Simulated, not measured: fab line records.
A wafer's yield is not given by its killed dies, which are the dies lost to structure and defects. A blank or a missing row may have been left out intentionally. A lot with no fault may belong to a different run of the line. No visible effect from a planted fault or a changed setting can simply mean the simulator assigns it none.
fab line records | flow nand-harc
record: lots: 12 wafers: 36 last-day: 34
route steps=1302 shown A_STAIRCASE@832 END@1302
lots with no fault: from the same line, run without faults
start-h: start of the lot's first displayed wafer, in hours after the record's first day | wait-h: hours from the lot's prior step to this one | " repeats the value in the row above | L1.1+2: one row covering several wafers at once | - either no value or no given start | * or withheld: withheld | < > ~ a bound
route shown NAME@n: names a module that has steps shown in the file, with the first one's number in the route | usual: mean and standard deviation over wafers with no fault | same: alike in all rows | chamber/n: place in a boat | sites: readings site by site | _std_site: how widely they spread, as a standard deviation | _edge_site: mean of outer sites minus mean of inner sites | radius-mm: for every site, how far away it sits from the centre of the wafer | mask NAME#n: copy n | behind: tool/chamber where the wafer was last shaped | hold: cause of the lot's hold/its duration in hours/its outcome | device: names the non-switching transistor (n, p or np) | end of line: the same wafers' tests at the end of the route | a step without rows: its recipe alone | killed: at the first sort, the dies lost to defects and structure; wafer yield is something else | map: dies across one wafer; x = killed, . = not, _ = none there
set.NAME: the run value of the setting; set.NAME@STEP: its run value at that earlier step | model.NAME: the simulator's own value behind a step, which no gauge read
a sample of lots followed through the steps of the route, with each step as a table and each wafer as a row
services: from which hour (start-h, from the record's first day; less than 0 if before it) a tool's chamber was out of use, for how many hours, and why
== steps ==
step: NHARC_A_STAIRCASE_HM_OPEN_463
recipe: o2-flow-sccm: 400 cos-flow-sccm: 20 ar-flow-sccm: 0 rf-w: 500 bias-w: 300 chemistry: O2/COS
usual: drypump-motor-current-A: 5.93/0.28 oes-product-au: 1.000/0.011 rf-vpp-V: 466/3.3 showerhead-plenum-p-Torr: 3.05/0.15 throttle-valve-pct: 28.329/0.0086
columns lot.wafer tool chamber start-h wait-h drypump-motor-current-A oes-product-au rf-hours-counter-h rf-vpp-V showerhead-plenum-p-Torr throttle-valve-pct
L526.1 rie-diel-06 3 - - 5.78 0.995 31 471 3.36 28.341
L526.6 " 3 " " 5.77 1.004 - 473 3.36 28.318
L526.5 " 0 " " 5.19 0.975 - 467 3.12 28.332
L527.4 rie-diel-02 0 - - 5.96 1.007 7 463 2.94 28.318
L527.1 " 1 " " 5.80 1.000 6 465 2.99 28.343
L527.6 " 2 " " 6.12 1.021 - 469 3.14 28.339
L529.4 rie-diel-04 1 - - 5.98 0.998 20 465 2.99 28.323
L529.5 " 1 " " 6.03 0.990 - 464 2.99 28.330
L529.6 " 2 " " 6.13 0.985 - 464 2.97 28.325
L530.4 rie-diel-04 2 - - 6.14 0.981 30 463 2.96 28.326
L530.3 " 3 " " 6.12 0.981 33 461 2.90 28.314
L530.6 " 1 " " 5.95 0.986 - 465 2.99 28.334
L532.2 rie-diel-04 3 - - 6.10 0.978 40 463 2.90 28.337
L532.6 " 0 " " 5.66 1.010 - 464 2.93 28.334
L532.5 " 1 " " 5.96 1.001 - 466 2.99 28.321
L535.1 rie-diel-02 3 - - 6.09 0.994 31 463 2.93 28.328
L535.4 " 1 " " 5.81 1.002 29 464 2.98 28.328
L535.6 " 3 " " 6.10 0.991 - 463 2.93 28.326
L533.1 rie-diel-02 1 - - 5.81 1.010 29 465 2.98 28.315
L533.2 " 2 " " 6.13 1.019 30 467 3.13 28.333
L533.5 " 3 " " 6.09 0.993 - 462 2.93 28.322
L537.3 rie-diel-06 1 - - 6.03 1.020 10 470 3.20 28.323
L537.2 " 3 " " 5.78 1.008 13 471 3.34 28.329
L537.1 " 0 " " 5.18 0.999 7 467 3.11 28.334
L540.3 rie-diel-04 0 - - 5.66 1.006 10 462 2.92 28.336
L540.5 " 3 " " 6.10 1.010 - 473 3.37 28.325
L540.4 " 0 " " 5.65 1.015 - 464 2.92 28.319
L543.3 rie-diel-04 2 - - 6.12 1.003 12 464 2.95 28.329
L543.4 " 0 " " 5.69 1.020 11 463 2.92 28.328
L543.6 " 1 " " 5.95 1.004 - 464 2.97 28.317
L544.4 rie-diel-06 3 - - 5.79 1.000 31 471 3.33 28.337
L544.6 " 1 " " 6.06 1.015 - 469 3.19 28.324
L544.5 " 2 " " 6.23 0.999 - 464 2.98 28.333
L546.1 rie-diel-02 3 - - 6.07 1.013 19 462 2.91 28.324
L546.4 " 1 " " 5.81 1.009 22 463 2.96 28.326
L546.6 " 3 " " 6.09 0.992 - 462 2.91 28.328
step: NHARC_A_STAIRCASE_DEP_322
recipe: target-thk-a: 72000 temp-c: 400 target-thk-nm: 7200 teos-flow-sccm: 200 rf-w: 500 material: SiO2
usual: heater-power-outer-w: 383/72 heater-power-w: 686/97 mfc-precursor-sccm: 200.0/0.59
columns lot.wafer tool chamber start-h wait-h heater-power-outer-w heater-power-w mfc-precursor-sccm
L526.1 pecvd-02 2 436.29 0.1 458 783 200.8
L526.6 " 2 " " 357 660 200.9
L526.5 " 1 " " 310 560 200.5
L527.1 pecvd-01 1 448.28 0.2 532 881 200.0
L527.6 " 0 " " 323 676 199.9
L527.4 " 2 " " 349 662 199.5
L529.4 pecvd-02 0 465.02 0.3 293 534 199.2
L529.6 " 1 " " 305 570 199.9
L529.5 " 2 " " 359 652 200.7
L530.3 pecvd-04 1 485.72 0.2 426 745 199.5
L530.6 " 0 " " 295 548 199.6
L530.4 " 2 " " 435 716 199.0
L532.2 pecvd-04 0 504.63 0.2 387 669 200.8
L532.6 " 2 " " 430 725 200.1
L532.5 " 1 " " 319 613 201.2
L533.2 pecvd-04 0 520.48 0.2 370 656 199.9
L533.1 " 1 " " 355 663 200.3
L533.5 " 0 " " 287 530 200.0
L535.1 pecvd-02 0 520.63 0.3 305 568 200.5
L535.4 " 0 " " 293 545 200.1
L535.6 " 1 " " 307 578 201.2
L537.2 pecvd-02 2 564.96 0.1 468 828 200.5
L537.3 " 0 " " 350 624 199.6
L537.1 " 1 " " 343 623 199.9
L540.3 pecvd-01 0 597.57 0.3 393 791 199.3
L540.5 " 1 " " 397 695 199.7
L540.4 " 2 " " 332 630 200.7
L543.3 pecvd-01 2 598.14 0.8 403 721 200.8
L543.6 " 0 " " 291 633 199.5
L543.4 " 1 " " 405 708 200.0
L544.6 pecvd-02 0 624.76 0.3 277 514 200.8
L544.5 " 1 " " 292 524 199.6
L544.4 " 2 " " 368 648 200.5
L546.1 pecvd-04 2 648.60 0.3 514 816 200.8
L546.6 " 0 " " 324 595 200.6
L546.4 " 1 " " 319 595 200.3
step: NHARC_A_STAIRCASE_ETCH_444
recipe: target-depth-a: 2.04e+05 time-s: 6800 c4f8-flow-sccm: 20 o2-flow-sccm: 10 ar-flow-sccm: withheld rf-w: 600 bias-w: 1000 chemistry: C4F8/O2
usual: oes-product-au: 0.931/0.016 rf-vpp-V: 803/4.9 run-length-s: 6821.3/0.42
columns lot.wafer tool chamber start-h wait-h oes-product-au rf-hours-counter-h rf-vpp-V run-length-s
L526.1 rie-diel-06 2 452.34 0.5 0.920 42 803 6821.8
L526.5 " 1 453.81 2.0 0.934 - 809 6822
L526.6 " 2 " " 0.906 - 802 6821.5
L527.1 rie-diel-02 1 467.30 0.5 0.919 20 802 6820.9
L527.4 " 3 " " 0.920 23 800 6821.5
L527.6 " 1 " " 0.918 - 801 6821.1
L529.4 rie-diel-04 0 486.21 0.5 0.940 38 799 6821.3
L529.5 " 3 487.63 1.9 0.921 - 799 6821.7
L529.6 " 0 " " 0.930 - 799 6821.8
L530.4 rie-diel-02 2 508.24 0.1 0.935 32 808 6821.3
L530.3 " 1 509.67 1.5 0.926 32 802 6821.5
L530.6 " 2 " " 0.926 - 809 6821
L532.2 rie-diel-04 2 523.07 0.1 0.917 49 800 6821.6
L532.5 " 2 524.96 1.9 0.915 - 803 6822.4
L532.6 " 3 " " 0.913 - 798 6821.7
L533.1 rie-diel-02 0 538.88 1.5 0.924 34 799 6820.6
L533.2 " 1 " " 0.934 40 801 6820.9
L533.5 " 3 " " 0.916 - 800 6821.4
L535.1 rie-diel-06 2 540.88 0.8 0.926 18 803 6821.8
L535.4 " 3 " " 0.928 18 815 6821.1
L535.6 " 1 " " 0.944 - 808 6821.8
L537.3 rie-diel-02 1 588.43 0.2 0.939 4 802 6821.5
L537.2 " 2 " " 0.938 4 807 6821.1
L537.1 " 0 " " 0.937 4 800 6820.6
L543.3 rie-diel-02 1 614.77 0.6 0.952 14 801 7454.2
L543.4 " 3 " " 0.964 15 800 7454.7
L543.6 " 0 " " 0.943 - 799 7454.3
L540.3 rie-diel-02 2 617.67 3.4 0.964 19 807 7454.4
L540.4 " 0 " " 0.939 15 799 7453.9
L540.5 " 1 " " 0.943 - 801 7454.4
L544.4 rie-diel-04 3 643.96 1.5 0.926 28 815 6821.4
L544.5 " 0 " " 0.922 - 799 6821.6
L544.6 " 1 " " 0.923 - 801 6820.4
L546.1 rie-diel-04 2 667.99 1.1 0.912 41 800 6821.5
L546.6 " 2 669.87 2.9 0.913 - 799 6822.2
L546.4 " 0 " " 0.931 - 798 6821.3
step: NHARC_A_STAIRCASE_STRIP_446
recipe: power-w: 1500 temp-c: 250 chemistry: O2
usual: drypump-motor-current-A: 5.6/0.44 heater-power-w: 343/17
columns lot.wafer tool chamber start-h wait-h drypump-motor-current-A heater-power-w rf-hours-counter-h
L526.1 plasma-asher-01 0 456.33 0.0 6.0 308 21
L526.6 " 0 " " 6.0 316 -
L526.5 " 1 " " 6.2 332 -
L527.1 plasma-asher-02 1 471.44 0.3 5.0 327 10
L527.4 " 0 " " 5.7 370 -
L527.6 " 1 " " 5.1 340 -
L529.4 plasma-asher-02 1 490.26 0.2 5.0 338 -
L529.6 " 0 " " 5.7 374 -
L529.5 " 1 " " 5.1 334 -
L530.3 plasma-asher-01 0 512.75 0.1 6.0 303 -
L530.4 " 1 " " 6.3 340 -
L530.6 " 1 " " 6.2 346 -
L532.2 plasma-asher-02 1 527.74 0.3 5.0 332 23
L532.6 " 0 " " 5.7 369 -
L532.5 " 1 " " 5.1 331 -
L533.1 plasma-asher-02 1 542.33 0.0 5.0 333 25
L533.2 " 0 " " 5.7 368 25
L533.5 " 0 " " 5.7 366 -
L535.1 plasma-asher-01 1 544.80 0.0 6.2 316 2
L535.4 " 1 " " 6.3 329 -
L535.6 " 0 " " 6.0 327 -
L537.1 plasma-asher-02 0 592.81 0.0 5.7 367 34
L537.2 " 1 " " 5.0 333 34
L537.3 " 1 " " 5.1 331 -
L543.3 plasma-asher-02 1 618.82 0.1 5.1 338 -
L543.4 " 0 " " 5.7 348 -
L543.6 " 0 " " 5.7 355 -
L540.3 plasma-asher-02 0 621.72 0.1 5.7 350 -
L540.4 " 1 " " 5.0 337 -
L540.5 " 1 " " 5.0 342 -
L544.4 plasma-asher-02 0 647.03 0.1 5.7 344 -
L544.5 " 0 " " 5.7 350 -
L544.6 " 1 " " 5.1 336 -
L546.1 plasma-asher-01 0 672.82 0.2 6.0 330 32
L546.4 " 0 " " 6.0 331 -
L546.6 " 1 " " 6.3 335 -
step: NHARC_END_SORT_01
recipe: temp-c: 25
usual: killed-at-array: 58/20 killed-at-other: 0.8/1 killed-at-periphery: 4.6/2.8 killed-dies: 63/19 killed-open: 3.4/2 killed-short: 2.4/1.8
same: gross-dies: 677
columns lot.wafer tool chamber start-h wait-h killed-at-array killed-at-other killed-at-periphery killed-dies killed-open killed-short
L537.1 prober-02 0 726.55 2.5 33 1 3 37 2 2
L537.2 prober-02 0 727.36 2.8 36 2 4 42 5 3
L537.3 prober-02 0 728.17 3.1 26 2 6 34 4 2
L543.3 prober-01 0 751.19 3.1 674 1 2 677 1 4
L543.4 prober-01 0 751.99 3.4 671 0 5 676 3 2
L543.6 prober-01 0 753.59 4.0 670 0 6 676 2 1
L540.3 prober-01 0 763.07 3.1 671 0 6 677 3 4
L540.4 prober-01 0 763.87 3.4 675 0 2 677 4 1
L540.5 prober-01 0 764.67 3.7 673 0 3 676 4 2
killed by level:class
L537.1 A_CHANNEL_HOLE_D1:chamber-film-flake=14 A_SLIT:chamber-film-flake=5 A_CONTACT:chamber-film-flake=3 P_M1:chamber-film-flake=2 A_DECK1_JOINT:chamber-film-flake=2 A_CHANNEL_FILL_D2:chamber-film-flake=2 A_STAIRCASE:chamber-film-flake=2 A_CHANNEL_FILL_D1:geometric-particle:short=1
L537.2 A_CHANNEL_HOLE_D1:chamber-film-flake=12 A_SLIT:chamber-film-flake=4 A_DECK1_JOINT:geometric-particle:open=3 P_M1:chamber-film-flake=3 A_CHANNEL_FILL_D1:chamber-film-flake=3 A_WL_FILL:chamber-film-flake=3 A_CONTACT:chamber-film-flake=3 A_WL_FILL:geometric-particle:short=2
L537.3 A_CHANNEL_HOLE_D1:chamber-film-flake=8 P_M1:chamber-film-flake=5 A_SLIT:chamber-film-flake=4 A_SGD_CUT:geometric-particle:open=2 A_WL_FILL:geometric-particle:short=2 A_CHANNEL_FILL_D1:chamber-film-flake=2 A_DECK1_JOINT:chamber-film-flake=2 THIN_TSV:chamber-film-flake=2
L543.3 A_STAIRCASE:area-etch=608 A_SLIT:chamber-film-flake=31 A_CHANNEL_HOLE_D1:chamber-film-flake=14 A_CONTACT:chamber-film-flake=5 A_CHANNEL_FILL_D1:chamber-film-flake=4 A_M1:chamber-film-flake=4 A_WL_FILL:geometric-particle:short=3 A_ONON_D1:geometric-particle:short=1
L543.4 A_STAIRCASE:area-etch=633 A_SLIT:chamber-film-flake=17 A_CHANNEL_HOLE_D1:chamber-film-flake=7 A_CONTACT:chamber-film-flake=3 P_M0:chamber-film-flake=2 A_M1:chamber-film-flake=2 P_M0:geometric-particle:open=1 A_DECK1_JOINT:geometric-particle:short=1
L543.6 A_STAIRCASE:area-etch=604 A_SLIT:chamber-film-flake=36 A_CHANNEL_HOLE_D1:chamber-film-flake=12 A_CONTACT:chamber-film-flake=5 P_GATE:chamber-film-flake=4 A_M1:chamber-film-flake=3 A_CHANNEL_FILL_D1:chamber-film-flake=2 A_DECK1_JOINT:chamber-film-flake=2
L540.3 A_STAIRCASE:area-etch=638 A_SLIT:chamber-film-flake=22 A_CHANNEL_HOLE_D1:chamber-film-flake=4 P_M0:geometric-particle:short=2 A_WL_FILL:chamber-film-flake=2 A_CONTACT:chamber-film-flake=2 P_M0:geometric-particle:open=1 P_M1:geometric-particle:open=1
L540.4 A_STAIRCASE:area-etch=628 A_SLIT:chamber-film-flake=25 A_CHANNEL_HOLE_D1:chamber-film-flake=8 A_STAIRCASE:chamber-film-flake=3 A_CONTACT:chamber-film-flake=3 A_WL_FILL:geometric-particle:open=2 A_WL_FILL:chamber-film-flake=2 A_ONON_D1:geometric-particle:open=1
L540.5 A_STAIRCASE:area-etch=608 A_SLIT:chamber-film-flake=39 A_CHANNEL_HOLE_D1:chamber-film-flake=13 A_STAIRCASE:chamber-film-flake=5 A_WL_FILL:chamber-film-flake=2 P_M1:geometric-particle:open=1 A_DECK1_JOINT:geometric-particle:short=1 A_ONON_D2:geometric-particle:short=1
== services ==
columns tool chamber start-h hours kind
rie-diel-02 - 393.77 9.0 pm
pecvd-04 - 403.19 1.4 repair
pecvd-02 1 405.17 5.9 repair
pecvd-02 - 408.40 13.0 pm
pecvd-04 - 411.81 0.8 repair
plasma-asher-02 - 426.83 9.0 pm
pecvd-04 - 450.00 13.0 pm
rie-diel-06 - 485.34 9.0 pm
rie-diel-02 2 500.57 1.9 repair
rie-diel-04 2 506.47 6.2 repair
rie-diel-06 0 524.67 9.9 repair
rie-diel-04 - 532.18 9.0 pm
plasma-asher-02 - 542.65 12.6 repair
rie-diel-06 1 551.05 2.3 repair
rie-diel-06 0 565.19 10.4 repair
rie-diel-02 - 573.36 9.0 pm
rie-diel-06 2 589.06 6.9 repair
pecvd-02 - 589.53 13.0 pm
plasma-asher-02 - 603.83 9.0 pm
rie-diel-06 1 611.16 8.6 repair
rie-diel-04 2 633.68 5.4 repair
rie-diel-02 0 641.24 7.2 repair
rie-diel-04 3 648.56 46.2 repair
rie-diel-06 - 662.38 9.0 pm
== key ==
first-sign: step: NHARC_A_STAIRCASE_ETCH_444 reading: run-length-s direction: up sigmas: 99+ usual: * struck: *
effect: step: NHARC_END_SORT_01 reading: killed-dies direction: up sigmas: 32 usual: 63 struck: 676
more-kills-born-at: NHARC_A_STAIRCASE_ETCH_444@rie-diel-02: 3719
met-at NHARC_A_STAIRCASE_ETCH_444
struck-lots L540,L543
later-rows-left-out L540.3,L540.4,L540.5,L543.3,L543.4,L543.6
tester-left-out L540,L543
not-acting-at NHARC_A_STAIRCASE_HM_OPEN_463,NHARC_A_STAIRCASE_DEP_322,NHARC_A_STAIRCASE_STRIP_446
onset-between 588.43 614.77
fault: kind: process-parameter-drift tool: rie-diel-02 chamber: - onset-h: 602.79 steps: NHARC_A_STAIRCASE_ETCH_444 channel: time-s offset: * shape: step end-h: 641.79 acts-in: * stated: *
tester-left-out: of these lots the tester's yield and bins aren't shown, on N5 and GAA mostly nor the transistor test; their killed dies are dies lost to structure and defects alone, not to doping, threshold or leakage, so they don't give the yield
later-rows-left-out: the simulator's readings of these wafers behind a module that went badly wrong aren't trusted and aren't shown, but for the sort
